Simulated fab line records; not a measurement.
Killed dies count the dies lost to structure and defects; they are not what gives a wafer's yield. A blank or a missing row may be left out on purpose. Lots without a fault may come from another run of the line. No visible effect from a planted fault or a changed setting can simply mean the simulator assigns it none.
fab line records	flow n5_finfet
[record] lots = 7	wafers = 39
route steps=1938 shown MOL_CONTACT_COAG@523
start_h: the number of hours between the record's first day and the start of the first shown wafer of the lot	wait_h: hours elapsed since this lot's preceding step	" same as the row above	L1.1+2: one row covering several wafers at once	- no value present, or no start provided	* or withheld: withheld	< > ~ a bound
route shown NAME@n: a module of which the file shows steps, and the number in the route of the first	usual: mean/standard deviation taken from wafers without a fault	same: alike in all rows	chamber/n: place in a boat	sites: per-site readings	_std_site: standard deviation across them	_edge_site: mean of outer sites minus mean of inner sites	radius_mm: how far each site lies from the wafer's centre	mask NAME#n: copy n	behind: the tool/chamber that last shaped the wafer	hold: the reason the lot was held/the length of the hold in hours/how it ended	device: transistor that didn't switch, given as n, p or np	end of line: tests of these same wafers at the route's end	a step given without rows: its recipe and nothing more	killed: at the first sort, the dies lost to defects and structure; wafer yield is something else	map: dies across one wafer; x = killed, . = not, _ = none there
set.NAME: setting as actually run; set.NAME@STEP: the setting as run at that earlier step	model.NAME: the simulator's own value behind a step, which no gauge read
lots whose settings were changed on purpose; a table a step, a row a wafer
[[steps]]
[step N5_MOL_CONTACT_COAG_EXPOSE_05]
[recipe] mask_id = CA	na = 0.33	source_shape = annular	sigma_inner = 0.4	sigma_outer = 0.8	polarization = unpolarized	defocus_nm = 0	dose_mj = 38.25
lot.wafer	tool	chamber	start_h	wait_h	mask	set.dose_mj
L081.1+3+6	euv_scanner-01	0	133.95	-	CA#0	35.42
L081.2+4+5	"	0	"	"	CA#0	38.25
L082.1+4+5	euv_scanner-01	0	140.03	-	CA#0	40.85
L082.2+3+6	"	0	"	"	CA#0	38.25
L084.1+2+5	euv_scanner-02	0	149.47	-	CA#0	37.42
L084.3+4+6	"	0	"	"	CA#0	38.25
L086.1+4+6	euv_scanner-01	0	160.38	-	CA#0	38.25
L087.1+2+3+4+5+6	euv_scanner-02	0	168.37	-	CA#0	38.25
L089.1+4+5	euv_scanner-02	0	176.99	-	CA#0	36.47
L089.2+3+6	"	0	"	"	CA#0	38.25
L096.1+2+3+4+5+6	euv_scanner-02	0	218.22	-	CA#0	38.25
[step N5_MOL_CONTACT_COAG_PEB_06]
[recipe] peb_temp_c = 100	peb_time_s = 60	resist = CAR-EUV
[step N5_MOL_CONTACT_COAG_DEVELOP_07]
[recipe] develop_time_s = 30	developer = TMAH	resist = CAR-EUV	rinse_liquid = surfactant_rinse	dry = air_spin	dev_temp_c = 23
[step N5_MOL_CONTACT_COAG_CD_MEAS_08]
[recipe] target_cd_nm = 28	landing_energy_ev = 500	detector = se_inlens	polarity = opening
[usual] cd_nm = 28.06/0.26
lot.wafer	tool	chamber	start_h	wait_h	set.dose_mj@MOL_CONTACT_COAG_EXPOSE_05	cd_nm
L081.1	cd_sem-03	0	134.08	-	35.42	26.42
L081.2	"	0	"	"	38.25	27.98
L081.3	"	0	"	"	35.42	26.25
L081.4	"	0	"	"	38.25	27.66
L081.5	"	0	"	"	38.25	27.85
L081.6	"	0	"	"	35.42	26.26
L082.1	cd_sem-01	0	140.16	-	40.85	29.30
L082.2	"	0	"	"	38.25	28.04
L082.3	"	0	"	"	38.25	28.12
L082.4	"	0	"	"	40.85	29.23
L082.5	"	0	"	"	40.85	29.19
L082.6	"	0	"	"	38.25	27.90
L084.1	cd_sem-02	0	149.60	-	37.42	27.98
L084.2	"	0	"	"	37.42	27.56
L084.3	"	0	"	"	38.25	27.94
L084.4	"	0	"	"	38.25	28.30
L084.5	"	0	"	"	37.42	27.37
L084.6	"	0	"	"	38.25	28.40
L086.1	cd_sem-03	0	160.51	-	38.25	28.37
L086.4	"	0	"	"	38.25	28.08
L086.6	"	0	"	"	38.25	28.30
L087.1	cd_sem-02	0	168.50	-	38.25	27.90
L087.2	"	0	"	"	38.25	27.94
L087.3	"	0	"	"	38.25	27.89
L087.4	"	0	"	"	38.25	28.03
L087.5	"	0	"	"	38.25	28.19
L087.6	"	0	"	"	38.25	27.89
L089.1	cd_sem-03	0	177.12	-	36.47	26.86
L089.2	"	0	"	"	38.25	27.94
L089.3	"	0	"	"	38.25	28.16
L089.4	"	0	"	"	36.47	27.26
L089.5	"	0	"	"	36.47	27.15
L089.6	"	0	"	"	38.25	27.88
L096.1	cd_sem-01	0	218.35	-	38.25	27.66
L096.2	"	0	"	"	38.25	27.98
L096.3	"	0	"	"	38.25	28.29
L096.4	"	0	"	"	38.25	28.01
L096.5	"	0	"	"	38.25	28.07
L096.6	"	0	"	"	38.25	27.96
[step N5_MOL_CONTACT_COAG_DESCUM_13]
[recipe] chemistry = O2	time_s = 7	source_power_w = 50	bias_power_w = 20	pressure_mtorr = 20	rf_frequency_hz = 2.712e+07	temp_c = 40	resist = CAR-EUV	o2_flow_sccm = 225
[step N5_MOL_CONTACT_COAG_ETCH_59]
[recipe] chemistry = N2/H2	target = underlayer	target_depth_a = 130	mask_material = CAR-EUV	time_s = 10.4	ion_energy_ev = 200	pressure_mtorr = 30	source_w = 840	bias_w = 150	n2_flow_sccm = 200	h2_flow_sccm = 200	ends = cleared
lot.wafer	tool	chamber	start_h	wait_h	set.dose_mj@MOL_CONTACT_COAG_EXPOSE_05	model.MOL_CONTACT_COAG.cd_offset_nm
L081.1	rie_diel-02	1	134.24	0.0	35.42	-1.6
L081.2	"	3	"	"	38.25	0.2
L081.3+6	"	2,3	"	"	35.42	-1.8
L081.4	"	2	"	"	38.25	-0.2
L081.5	"	1	"	"	38.25	0
L082.1	rie_diel-06	3	140.32	0.0	40.85	1.4
L082.2	"	2	"	"	38.25	-0.2
L082.3+6	"	0,2	"	"	38.25	0
L082.4+5	"	1	"	"	40.85	1.6
L084.1	rie_diel-02	1	149.76	0.0	37.42	-0.2
L084.2	"	2	"	"	37.42	-0.4
L084.3	"	3	"	"	38.25	0
L084.4	"	0	"	"	38.25	0.2
L084.5	"	2	"	"	37.42	-0.6
L084.6	"	1	"	"	38.25	0.4
L086.1+4	rie_diel-03	2,1	160.90	0.0	38.25	0.2
L086.6	"	0	"	"	38.25	0.4
L087.1+5	rie_diel-02	2	168.66	0.0	38.25	-0.4
L087.2+6	"	3,1	"	"	38.25	-0.2
L087.3+4	"	1,0	"	"	38.25	0
L089.1+5	rie_diel-06	3	177.27	0.0	36.47	-1
L089.2+3+6	"	1,2,2	"	"	38.25	0
L089.4	"	0	"	"	36.47	-1.2
L096.1	rie_diel-03	0	218.50	0.0	38.25	-0.4
L096.2+5	"	2	"	"	38.25	-0.2
L096.3	"	3	"	"	38.25	0.2
L096.4+6	"	1	"	"	38.25	0
[step N5_MOL_CONTACT_COAG_ETCH_105]
[recipe] chemistry = CF4	target = SiARC	target_depth_a = 156	mask_material = CAR-EUV	time_s = 26	ion_energy_ev = 80	pressure_mtorr = 40	source_w = 545	bias_w = 36	Ar_flow_sccm = 100	cf4_flow_sccm = 100	ends = cleared
lot.wafer	tool	chamber	start_h	wait_h	set.dose_mj@MOL_CONTACT_COAG_EXPOSE_05	model.MOL_CONTACT_COAG.cd_offset_nm
L081.1	rie_diel-02	1	134.26	0.0	35.42	-1.6
L081.2+5	"	3,1	"	"	38.25	0.2
L081.3+6	"	2,3	"	"	35.42	-1.8
L081.4	"	2	"	"	38.25	0
L082.1	rie_diel-06	3	140.34	0.0	40.85	1.4
L082.2+6	"	2	"	"	38.25	-0.2
L082.3	"	0	"	"	38.25	0
L082.4	"	1	"	"	40.85	1.6
L082.5	"	1	"	"	40.85	1.8
L084.1	rie_diel-02	1	149.78	0.0	37.42	-0.2
L084.2+5	"	2	"	"	37.42	-0.6
L084.3	"	3	"	"	38.25	0
L084.4+6	"	0,1	"	"	38.25	0.2
L086.1+4	rie_diel-03	2,1	160.92	0.0	38.25	0.2
L086.6	"	0	"	"	38.25	0.4
L087.1+2	rie_diel-02	2,3	168.68	0.0	38.25	-0.4
L087.3	"	1	"	"	38.25	0.2
L087.4+5	"	0,2	"	"	38.25	-0.2
L087.6	"	1	"	"	38.25	0
L089.1+5	rie_diel-06	3	177.29	0.0	36.47	-1
L089.2	"	1	"	"	38.25	0.2
L089.3+6	"	2	"	"	38.25	-0.2
L089.4	"	0	"	"	36.47	-1.2
L096.1	rie_diel-03	0	218.52	0.0	38.25	-0.4
L096.2+5	"	2	"	"	38.25	-0.2
L096.3+4+6	"	3,1,1	"	"	38.25	0
[step N5_MOL_CONTACT_COAG_ETCH_106]
[recipe] chemistry = N2/H2	target = SOC	target_depth_a = 800	overetch_a = 160	mask_material = SiARC	temp_c = 40	time_s = 120	ion_energy_ev = 200	pressure_mtorr = 30	source_w = 840	bias_w = 150	n2_flow_sccm = 200	h2_flow_sccm = 200
lot.wafer	tool	chamber	start_h	wait_h	set.dose_mj@MOL_CONTACT_COAG_EXPOSE_05	model.MOL_CONTACT_COAG.cd_offset_nm
L081.1	rie_diel-02	1	134.28	0.0	35.42	-1.6
L081.2	"	3	"	"	38.25	0
L081.3+6	"	2,3	"	"	35.42	-1.8
L081.4+5	"	2,1	"	"	38.25	0.2
L082.1	rie_diel-06	3	140.37	0.0	40.85	1
L082.2+6	"	2	"	"	38.25	-0.2
L082.3	"	0	"	"	38.25	-0.4
L082.4+5	"	1	"	"	40.85	1.6
L084.1	rie_diel-02	1	149.81	0.0	37.42	-0.2
L084.2+5	"	2	"	"	37.42	-0.4
L084.3+6	"	3,1	"	"	38.25	0.2
L084.4	"	0	"	"	38.25	0.6
L086.1+4	rie_diel-03	2,1	160.95	0.0	38.25	0
L086.6	"	0	"	"	38.25	0.4
L087.1+2	rie_diel-02	2,3	168.71	0.0	38.25	-0.2
L087.3	"	1	"	"	38.25	0.2
L087.4+5+6	"	0,2,1	"	"	38.25	0
L089.1	rie_diel-06	3	177.32	0.0	36.47	-1.2
L089.2	"	1	"	"	38.25	0.4
L089.3	"	2	"	"	38.25	0
L089.4	"	0	"	"	36.47	-1.4
L089.5	"	3	"	"	36.47	-1
L089.6	"	2	"	"	38.25	-0.2
L096.1+3+4+5	rie_diel-03	0,3,1,2	218.55	0.0	38.25	-0.2
L096.2	"	2	"	"	38.25	-0.4
L096.6	"	1	"	"	38.25	0
[step N5_MOL_CONTACT_COAG_STRIP_107]
[recipe] chemistry = N2/H2	temp_c = 40	n2_flow_sccm = 200	h2_flow_sccm = 200	rf_frequency_hz = 6e+07
[step N5_MOL_CONTACT_COAG_STRIP_108]
[recipe] chemistry = N2/H2	temp_c = 40	n2_flow_sccm = 200	h2_flow_sccm = 200	rf_frequency_hz = 6e+07
[step N5_MOL_CONTACT_COAG_CONTACT_ETCH_14]
[recipe] chemistry = C4F6/O2	target = SiO2	target_depth_a = 275	overetch_a = 85	mask_material = SOC	pressure_mtorr = 30	source_w = 370	bias_w = 185	Ar_flow_sccm = 300	C4F6_flow_sccm = 16	O2_flow_sccm = 10	time_s = 20	ion_energy_ev = 259.6
lot.wafer	tool	chamber	start_h	wait_h	set.dose_mj@MOL_CONTACT_COAG_EXPOSE_05	model.MOL_CONTACT_COAG.cd_offset_nm
L081.1	rie_diel-02	1	134.38	0.0	35.42	-1.6
L081.2	"	3	"	"	38.25	-0.2
L081.3+6	"	2,3	"	"	35.42	-1.8
L081.4+5	"	2,1	"	"	38.25	0.2
L082.1	rie_diel-06	3	140.47	0.0	40.85	0.8
L082.2+6	"	2	"	"	38.25	-0.2
L082.3	"	0	"	"	38.25	-0.4
L082.4+5	"	1	"	"	40.85	1.6
L084.1	rie_diel-02	1	149.91	0.0	37.42	-0.2
L084.2+5	"	2	"	"	37.42	-0.4
L084.3	"	3	"	"	38.25	0
L084.4	"	0	"	"	38.25	0.6
L084.6	"	1	"	"	38.25	0.2
L086.1+4	rie_diel-03	2,1	161.05	0.0	38.25	0
L086.6	"	0	"	"	38.25	0.4
L087.1+5	rie_diel-02	2	168.81	0.0	38.25	-0.2
L087.2	"	3	"	"	38.25	-0.4
L087.3	"	1	"	"	38.25	0.2
L087.4+6	"	0,1	"	"	38.25	0
L089.1+4+5	rie_diel-06	3,0,3	177.42	0.0	36.47	-1.2
L089.2	"	1	"	"	38.25	0.2
L089.3	"	2	"	"	38.25	0
L089.6	"	2	"	"	38.25	-0.2
L096.1+2+5	rie_diel-03	0,2,2	218.65	0.0	38.25	-0.4
L096.3+6	"	3,1	"	"	38.25	0
L096.4	"	1	"	"	38.25	-0.2
[step N5_MOL_CONTACT_COAG_STRIP_109]
[recipe] chemistry = C4F6/O2	resist = SiARC	rf_frequency_hz = 6e+07
[step N5_MOL_CONTACT_COAG_ETCH_15]
[recipe] chemistry = CH3F/O2	target = SiNx	target_depth_a = 70	mask_material = SOC	stop_on = Si:P	over_etch_frac = 0.75	ion_energy_ev = 120	pressure_mtorr = 30	source_w = 395	bias_w = 73	Ar_flow_sccm = 150	CH3F_flow_sccm = 30	O2_flow_sccm = 20
[step N5_MOL_CONTACT_COAG_ETCH_110]
[recipe] chemistry = CF4/O2	target = Si	target_depth_a = 25	time_s = 8	pressure_mtorr = 100	source_w = 200	bias_w = 12	ion_energy_ev = 60	Ar_flow_sccm = 100	cf4_flow_sccm = 100	O2_flow_sccm = 10
[step N5_MOL_CONTACT_COAG_STRIP_98]
[recipe] chemistry = N2/H2	power_w = 500	temp_c = 40	pressure_mtorr = 50	rf_frequency_hz = 6e+07	overash_fraction = 0.3	bias_power_w = 8	h2_frac = 0.5	n2_flow_sccm = 300	h2_flow_sccm = 300
[step N5_MOL_CONTACT_COAG_CD_MEAS_99]
[recipe] target_cd_nm = 17.2	polarity = opening
[usual] cd_nm = 17.2/0.32
lot.wafer	tool	chamber	start_h	wait_h	set.dose_mj@MOL_CONTACT_COAG_EXPOSE_05	cd_nm
L081.1	cd_sem-01	-	134.60	-	35.42	15.5
L081.2	"	-	"	"	38.25	17.1
L081.3	"	-	"	"	35.42	15.3
L081.4	"	-	"	"	38.25	17.3
L081.5	"	-	"	"	38.25	17.5
L081.6	"	-	"	"	35.42	15.2
L082.1	cd_sem-02	-	140.69	-	40.85	18.1
L082.2	"	-	"	"	38.25	17.1
L082.3	"	-	"	"	38.25	17.2
L082.4	"	-	"	"	40.85	19.3
L082.5	"	-	"	"	40.85	19.0
L082.6	"	-	"	"	38.25	17.4
L084.1	cd_sem-02	-	150.12	-	37.42	17.2
L084.2	"	-	"	"	37.42	16.6
L084.3	"	-	"	"	38.25	17.2
L084.4	"	-	"	"	38.25	17.8
L084.5	"	-	"	"	37.42	16.6
L084.6	"	-	"	"	38.25	17.7
L086.1	cd_sem-02	-	161.27	-	38.25	17.6
L086.4	"	-	"	"	38.25	17.2
L086.6	"	-	"	"	38.25	17.2
L087.1	cd_sem-01	-	169.02	-	38.25	16.9
L087.2	"	-	"	"	38.25	16.8
L087.3	"	-	"	"	38.25	17.5
L087.4	"	-	"	"	38.25	16.9
L087.5	"	-	"	"	38.25	17.2
L087.6	"	-	"	"	38.25	17.2
L089.1	cd_sem-02	-	177.64	-	36.47	16.1
L089.2	"	-	"	"	38.25	17.7
L089.3	"	-	"	"	38.25	17.2
L089.4	"	-	"	"	36.47	16.2
L089.5	"	-	"	"	36.47	15.8
L089.6	"	-	"	"	38.25	17.3
L096.1	cd_sem-02	-	218.87	-	38.25	16.8
L096.2	"	-	"	"	38.25	16.7
L096.3	"	-	"	"	38.25	16.8
L096.4	"	-	"	"	38.25	17.0
L096.5	"	-	"	"	38.25	16.9
L096.6	"	-	"	"	38.25	17.4
[step N5_MOL_CONTACT_COAG_ALD_133]
[recipe] material = SiO2	target_thk_a = 50	temp_c = 100	ald_precursor_family = BDEAS	ald_co_reactant = O2-plasma	pulse_time_s = 1	co_reactant_pulse_time_s = 1	purge_time_s = 2	co_reactant_purge_time_s = 2	ald_cycles = 35	pressure_torr = 2
lot.wafer	tool	chamber	start_h	wait_h	set.ald_cycles	model.SiO2_of_MOL_CONTACT_COAG_ALD_133.thk_nm
L081.1+4+5	ald_sin-01	1,2,0	145.36	0.1	35	5
L081.2+3+6	"	0,2,1	"	"	30	4.2
L082.1+2+3+4+5+6	ald_sin-03	0,3,2,1,0,3	150.21	0.1	35	5
L084.1+2+6	ald_sin-03	0,3,0	161.28	0.1	35	5
L084.3+4+5	"	1,2,1	"	"	40	5.8
L086.1+4+6	ald_sin-02	1,0,2	175.06	0.1	35	5
L087.1	ald_sin-01	0	182.08	0.1	37	5.4
L087.2+4	"	3,1	"	"	37	5.2
L087.3+5+6	"	2,1,2	"	"	35	5
L089.1+3+6	ald_sin-03	0,3,3	192.02	0.1	32	4.6
L089.2+4+5	"	1,1,0	"	"	35	5
L096.1	ald_sin-01	2	232.08	0.1	30	4.4
L096.2+3+6	"	3,0,0	"	"	35	5
L096.4+5	"	1	"	"	30	4.2
[[key]]
[split] step = N5_MOL_CONTACT_COAG_EXPOSE_05	setting = dose_mj	stated = 38.25	by = wafer
[response] step = N5_MOL_CONTACT_COAG_CD_MEAS_08	reading = cd_nm	change = +0.197	per = 1%	r = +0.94
[response] step = N5_MOL_CONTACT_COAG_ETCH_59	reading = model.MOL_CONTACT_COAG.cd_offset_nm	change = +0.235	per = 1%	r = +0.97
[response] step = N5_MOL_CONTACT_COAG_ETCH_105	reading = model.MOL_CONTACT_COAG.cd_offset_nm	change = +0.248	per = 1%	r = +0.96
[response] step = N5_MOL_CONTACT_COAG_ETCH_106	reading = model.MOL_CONTACT_COAG.cd_offset_nm	change = +0.255	per = 1%	r = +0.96
[response] step = N5_MOL_CONTACT_COAG_CONTACT_ETCH_14	reading = model.MOL_CONTACT_COAG.cd_offset_nm	change = +0.244	per = 1%	r = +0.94
[response] step = N5_MOL_CONTACT_COAG_CD_MEAS_99	reading = cd_nm	change = +0.255	per = 1%	r = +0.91
[split] step = N5_MOL_CONTACT_COAG_ALD_133	setting = ald_cycles	stated = 35	by = wafer
[response] step = N5_MOL_CONTACT_COAG_ALD_133	reading = model.SiO2_of_MOL_CONTACT_COAG_ALD_133.thk_nm	change = +0.0533	per = 1%	r = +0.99
